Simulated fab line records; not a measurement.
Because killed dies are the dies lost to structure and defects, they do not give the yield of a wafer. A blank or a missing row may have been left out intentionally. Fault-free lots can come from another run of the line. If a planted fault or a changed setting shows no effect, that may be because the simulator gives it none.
Split-lot study / flow n5_finfet / 7 lots, 21 wafers read, on a route of 1938 steps

ON THE SPLIT
At N5_BEOL_M3_COAT_76 (time 60 s, resist thk 5 nm), the setting spin_rpm was moved away from the recipe's 1500 rpm on 10 of the 21 wafers read, by -10.7% to +11.2%. The other wafers ran this setting at the recipe's value.

FROM THE SPLIT TO THE READING: what the file shows between them, 3 steps
- N5_BEOL_M3_COAT_22: resist thk 30 nm
- N5_BEOL_M3_EBR_24
- N5_BEOL_M3_DESCUM_33: chemistry O2, time 7 s

THE READING
etch.depth_nm (the simulator's own value, which no gauge read), in nm, at N5_BEOL_M3_ETCH_77 (etches underlayer in N2/H2, target depth 6.5 nm, time 5.2 s). No usual value for it is given in the file. Across the 11 wafers here that went through the recipe, the average is 4.998 nm and the standard deviation 0.013 nm.

wafer=L081.1; tool, chamber at the split=litho_track-01, 0; spin_rpm as run, rpm=1361; against the recipe=-9.3%; etch.depth_nm, nm=5.252; against lot-mates on the recipe=+0.260
wafer=L081.4; tool, chamber at the split=litho_track-01, 0; spin_rpm as run, rpm=1500; against the recipe=recipe; etch.depth_nm, nm=4.992; against lot-mates on the recipe=-
wafer=L081.5; tool, chamber at the split=litho_track-01, 0; spin_rpm as run, rpm=1361; against the recipe=-9.3%; etch.depth_nm, nm=5.238; against lot-mates on the recipe=+0.246
wafer=L083.1; tool, chamber at the split=litho_track-04, 0; spin_rpm as run, rpm=1500; against the recipe=recipe; etch.depth_nm, nm=5.01; against lot-mates on the recipe=-
wafer=L083.4; tool, chamber at the split=litho_track-04, 0; spin_rpm as run, rpm=1500; against the recipe=recipe; etch.depth_nm, nm=4.984; against lot-mates on the recipe=-
wafer=L083.5; tool, chamber at the split=litho_track-04, 0; spin_rpm as run, rpm=1500; against the recipe=recipe; etch.depth_nm, nm=4.985; against lot-mates on the recipe=-
wafer=L084.1; tool, chamber at the split=litho_track-03, 0; spin_rpm as run, rpm=1500; against the recipe=recipe; etch.depth_nm, nm=5.02; against lot-mates on the recipe=-
wafer=L084.3; tool, chamber at the split=litho_track-03, 0; spin_rpm as run, rpm=1574; against the recipe=+4.9%; etch.depth_nm, nm=4.882; against lot-mates on the recipe=-0.138
wafer=L084.6; tool, chamber at the split=litho_track-03, 0; spin_rpm as run, rpm=1574; against the recipe=+4.9%; etch.depth_nm, nm=4.893; against lot-mates on the recipe=-0.127
wafer=L085.4; tool, chamber at the split=litho_track-03, 0; spin_rpm as run, rpm=1500; against the recipe=recipe; etch.depth_nm, nm=4.985; against lot-mates on the recipe=-
wafer=L085.5; tool, chamber at the split=litho_track-03, 0; spin_rpm as run, rpm=1658; against the recipe=+10.5%; etch.depth_nm, nm=4.762; against lot-mates on the recipe=-0.223
wafer=L085.6; tool, chamber at the split=litho_track-03, 0; spin_rpm as run, rpm=1658; against the recipe=+10.5%; etch.depth_nm, nm=4.749; against lot-mates on the recipe=-0.236
wafer=L086.2; tool, chamber at the split=litho_track-01, 0; spin_rpm as run, rpm=1500; against the recipe=recipe; etch.depth_nm, nm=4.995; against lot-mates on the recipe=-
wafer=L086.4; tool, chamber at the split=litho_track-01, 0; spin_rpm as run, rpm=1500; against the recipe=recipe; etch.depth_nm, nm=4.999; against lot-mates on the recipe=-
wafer=L086.6; tool, chamber at the split=litho_track-01, 0; spin_rpm as run, rpm=1668; against the recipe=+11.2%; etch.depth_nm, nm=4.734; against lot-mates on the recipe=-0.263
wafer=L088.3; tool, chamber at the split=litho_track-01, 0; spin_rpm as run, rpm=1500; against the recipe=recipe; etch.depth_nm, nm=5.022; against lot-mates on the recipe=-
wafer=L088.4; tool, chamber at the split=litho_track-01, 0; spin_rpm as run, rpm=1339; against the recipe=-10.7%; etch.depth_nm, nm=5.284; against lot-mates on the recipe=+0.274
wafer=L088.5; tool, chamber at the split=litho_track-01, 0; spin_rpm as run, rpm=1500; against the recipe=recipe; etch.depth_nm, nm=4.998; against lot-mates on the recipe=-
wafer=L095.3; tool, chamber at the split=litho_track-04, 0; spin_rpm as run, rpm=1581; against the recipe=+5.4%; etch.depth_nm, nm=4.879; against lot-mates on the recipe=-0.105
wafer=L095.4; tool, chamber at the split=litho_track-04, 0; spin_rpm as run, rpm=1500; against the recipe=recipe; etch.depth_nm, nm=4.984; against lot-mates on the recipe=-
wafer=L095.6; tool, chamber at the split=litho_track-04, 0; spin_rpm as run, rpm=1581; against the recipe=+5.4%; etch.depth_nm, nm=4.856; against lot-mates on the recipe=-0.128

THE FIT
A straight line over all 21 wafers: etch.depth_nm changes by -0.0248 nm for each +1% of spin_rpm; r = -1.00; the points scatter about the line by 0.014 nm.
The same after taking each lot's own level away (the mean of its wafers on the recipe; 21 wafers): -0.0245 nm for each +1%; r = -1.00; scatter 0.015 nm.
Per that fit: largest spin_rpm move, reading shift of 0.27 nm.
The span of the lots' own levels, 4.9840 to 5.0200 nm, comes to 2.7 times the standard deviation stated above.
Hence the lot-to-lot level has little effect on the slope; both slopes agree.
Check: for one of the wafers moved furthest among these (+11.2%), held out of the fit, the line's prediction against its lot-mates is -0.268 nm. It came out at -0.263 nm against them.

THE OTHER SPLITS THESE WAFERS WENT THROUGH
Before the reading, these wafers also passed through other splits. Each is held against what the fit with the lots' levels taken away leaves over:
other split on the same wafers=N5_MOL_CONTACT_COAG_COAT_76 spin_rpm; wafers away from the commonest value=8; r with etch.depth_nm (lot level and that fit taken away)=-0.04
other split on the same wafers=N5_MOL_CONTACT_COAG_CVD_140 target_thk_a; wafers away from the commonest value=11; r with etch.depth_nm (lot level and that fit taken away)=+0.39
other split on the same wafers=N5_BEOL_M1_HM_DEP_02 target_thk_a; wafers away from the commonest value=9; r with etch.depth_nm (lot level and that fit taken away)=-0.14
other split on the same wafers=N5_BEOL_M1_EXPOSE_08 dose_mj; wafers away from the commonest value=11; r with etch.depth_nm (lot level and that fit taken away)=+0.34
other split on the same wafers=N5_BEOL_M2_TRENCH_ETCH_37 bias_w; wafers away from the commonest value=7; r with etch.depth_nm (lot level and that fit taken away)=+0.25
other split on the same wafers=N5_BEOL_M3_ETCH_64 time_s; wafers away from the commonest value=9; r with etch.depth_nm (lot level and that fit taken away)=-0.14

THE WHOLE CHAIN: every reading that the file lists as answering this split, in the file's order
step=N5_BEOL_M3_ETCH_77; what it does=etches underlayer in N2/H2, target depth 6.5 nm, time 5.2 s; reading=etch_rf_on_time_s; change (the file's fit)=withheld for each +1% of the setting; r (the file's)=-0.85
step=N5_BEOL_M3_ETCH_77; what it does=etches underlayer in N2/H2, target depth 6.5 nm, time 5.2 s; reading=etch.depth_nm (the simulator's own value, which no gauge read); change (the file's fit)=-0.0243 nm for each +1% of the setting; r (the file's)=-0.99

FILE'S OWN FIT
etch.depth_nm changes by -0.0243 nm for each +1% of spin_rpm, r = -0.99.
